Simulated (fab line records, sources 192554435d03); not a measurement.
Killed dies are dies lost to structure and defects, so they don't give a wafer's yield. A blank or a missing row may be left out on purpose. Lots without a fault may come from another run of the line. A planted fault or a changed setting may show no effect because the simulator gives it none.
Which tool did it? | flow n5_finfet | 9 lots, 27 wafers sampled, at 5 steps of a route of 1938

WHAT THE GAUGES READ, wafer by wafer
N5_FIN_CUT_INSPECT_17: inspects for defects (brightfield).
lot  | measured    | on                | raw_defect_count
L914 | day 3 11:05 | defect_inspect-01 | 134 217 283
L916 | day 3 22:40 | defect_inspect-01 | 246 432 279
L917 | day 4 05:02 | defect_inspect-02 | 251 268 231
L919 | day 4 19:19 | defect_inspect-01 | 640 659 648
L920 | day 4 22:22 | defect_inspect-01 | 186 221 235
L924 | day 6 00:57 | defect_inspect-02 | 690 705 585
L926 | day 6 11:27 | defect_inspect-01 | 209 161 293
L929 | day 7 03:37 | defect_inspect-02 | 282 154 124
L930 | day 7 10:29 | defect_inspect-01 | 165 230 89

WHICH TOOL RAN EACH LOT (tool, then ch and the chambers of the sampled wafers, then the start)
lot  | N5_FIN_CUT_ETCH_21                | N5_FIN_CUT_STRIP_24               | N5_FIN_CUT_PRECLEAN_35            | N5_FIN_CUT_CUT_ETCH_15
L914 | rie_diel-03 ch 1,2, day 3 10:14   | rie_diel-03 ch 1,2, day 3 10:34   | vapor_etch-02 ch 1, day 3 10:42   | rie_si-02 ch 0,2,3, day 3 10:47
L916 | rie_diel-05 ch 0,2,3, day 3 21:47 | rie_diel-05 ch 0,2,3, day 3 22:07 | vapor_etch-02 ch 1, day 3 22:14   | rie_si-02 ch 0,2, day 3 22:19
L917 | rie_diel-06 ch 1,2, day 4 04:13   | rie_diel-06 ch 1,2, day 4 04:32   | vapor_etch-02 ch 0,1, day 4 04:41 | rie_si-03 ch 2,3, day 4 04:45
L919 | rie_diel-03 ch 0,2, day 4 18:29   | rie_diel-03 ch 0,2, day 4 18:49   | vapor_etch-02 ch 0,1, day 4 18:57 | rie_si-01 ch 0,1,3, day 4 19:02
L920 | rie_diel-03 ch 0,2,3, day 4 21:22 | rie_diel-03 ch 0,2,3, day 4 21:41 | vapor_etch-01 ch 0,1, day 4 21:50 | rie_si-01 ch 0,2,3, day 4 21:55
L924 | rie_diel-06 ch 1,2,3, day 6 00:05 | rie_diel-06 ch 1,2,3, day 6 00:25 | vapor_etch-02 ch 0,1, day 6 00:34 | rie_si-03 ch 0,1,2, day 6 00:38
L926 | rie_diel-06 ch 0,1,3, day 6 10:37 | rie_diel-06 ch 0,1,3, day 6 10:56 | vapor_etch-01 ch 0,1, day 6 11:05 | rie_si-02 ch 0,1,2, day 6 11:10
L929 | rie_diel-05 ch 0,2,3, day 7 02:48 | rie_diel-05 ch 0,2,3, day 7 03:08 | vapor_etch-01 ch 0,1, day 7 03:17 | rie_si-01 ch 1,2, day 7 03:20
L930 | rie_diel-06 ch 0,3, day 7 09:40   | rie_diel-06 ch 0,3, day 7 09:59   | vapor_etch-01 ch 0,1, day 7 10:07 | rie_si-02 ch 1,3, day 7 10:12
- N5_FIN_CUT_ETCH_21: etches SOC in N2/H2, target depth 219 nm, overetch 43.8 nm, time 523.5 s.
- N5_FIN_CUT_STRIP_24: strips in CF4.
- N5_FIN_CUT_PRECLEAN_35: cleans in vHF, time 13.3 s.
- N5_FIN_CUT_CUT_ETCH_15: etches Si in HBr/Cl2/O2, target depth 100 nm, bt time 10 s, time 42.4 s.

THE ANSWER, worked out from the rows above alone
Rule: what is usual is taken from the lots themselves. Put in order of their means at a reading, lots are off if they are a third of the lots or fewer, leave a main group of 4 or more, and stand apart from it by a gap of 3 or more times the standard deviation of the main group's means; of several such gaps the widest counts. A main group whose means are all the same, to the digits that the tables above print for the reading, isn't used. A lot without any number at a reading at which 4 lots or more have one is off too. The other lots that the step has rows for count as sound.
Off: L919, L924, at N5_FIN_CUT_INSPECT_17 (raw_defect_count). The main group: mean 223, standard deviation 47.
A tool fits if, at a process step before that reading, it ran every lot that is off, and no sound lot after the first of them. The gauges at N5_FIN_CUT_INSPECT_17 are tried like those tools. One fits: vapor_etch-02 at N5_FIN_CUT_PRECLEAN_35. Its last sound lot is L917 (day 4 04:41), its first lot that is off L919 (day 4 18:57): a fault that began between those two fits.

WHAT THE SIMULATOR HAD PUT IN
Chamber particle source: vapor_etch-02, from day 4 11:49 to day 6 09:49, at N5_FIN_CUT_PRECLEAN_35. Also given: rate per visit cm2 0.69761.
Lots struck among those shown: L919, L924. The rule above found the same.
